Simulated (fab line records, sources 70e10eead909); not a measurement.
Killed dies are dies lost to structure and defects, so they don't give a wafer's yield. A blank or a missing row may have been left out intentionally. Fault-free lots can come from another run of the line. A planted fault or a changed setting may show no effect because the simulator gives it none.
Chamber matching	flow nandHarc	NHARC_A_CHANNEL_FILL_D1_ALD_02 on aldHk-01 has 4 sister chambers
The step deposits SiO2, target thk 6 nm, pulse time 10 s, ald cycles 60. 20 wafers are shown with their chamber, then 10 later ones without.

== WAFERS WITH THEIR CHAMBER ==
wafer	chamber	heaterPowerW (W)	precursorPulseHeightRel
L077.1	1	354	1.009
L077.2	2	404	1.019
L077.5	2	397	1.019
L079.3	1	352	0.990
L079.4	3	451	1.013
L079.5	3	450	0.984
L075.1	1	361	0.973
L075.2	2	411	1.037
L075.3	0	438	0.995
L080.1	1	359	1.028
L080.3	0	437	0.997
L080.5	1	361	1.003
L084.1	1	357	0.982
L084.2	2	411	1.000
L084.6	3	446	0.979
L091.1	3	440	0.981
L091.3	1	352	0.986
L091.5	0	438	1.004
L091.2	0	435	0.950
L091.4	2	382	1.007

SIGNATURES (averages over the wafers above)
reading	chamber 0	chamber 1	chamber 2	chamber 3	scatter within a chamber
heaterPowerW	437.00	356.57	401.00	446.75	6.89
precursorPulseHeightRel	0.98650	0.99586	1.01640	0.98925	0.0185
Rule: for a wafer and a chamber, the distance is found by dividing, reading by reading, the gap between the wafer's reading and the chamber's mean by the reading's scatter, squaring, summing and taking the root. The wafer belongs to the nearest chamber; if the next one is less than 2 further off, it can't be placed. The scatter: the root of (the sum of the squares of (reading less its chamber's mean) over the shown wafers, divided by (wafers less chambers)).

== WAFERS MISSING THEIR CHAMBER ==
wafer	heaterPowerW (W)	precursorPulseHeightRel
L091.6	448	1.022
L092.2	440	1.010
L092.3	375	0.985
L092.4	445	1.011
L093.3	446	1.009
L093.5	446	1.023
L093.6	446	0.998
L095.1	344	1.009
L095.5	354	1.053
L095.6	447	1.000

== THE CHAMBER EACH PASSED THROUGH ==
wafer	from the rows above	in truth
L091.6	can't be placed: 3 or 0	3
L092.2	can't be placed: 0 or 3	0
L092.3	can't be placed: 1 or 2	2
L092.4	can't be placed: 3 or 0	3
L093.3	can't be placed: 3 or 0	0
L093.5	can't be placed: 3 or 0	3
L093.6	can't be placed: 3 or 0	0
L095.1	1	1
L095.5	1	1
L095.6	can't be placed: 3 or 0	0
2 of 10 placed correctly. Can't be placed from these rows: 8 (the true chamber is among the candidates in 8). Number placed wrongly: 0.
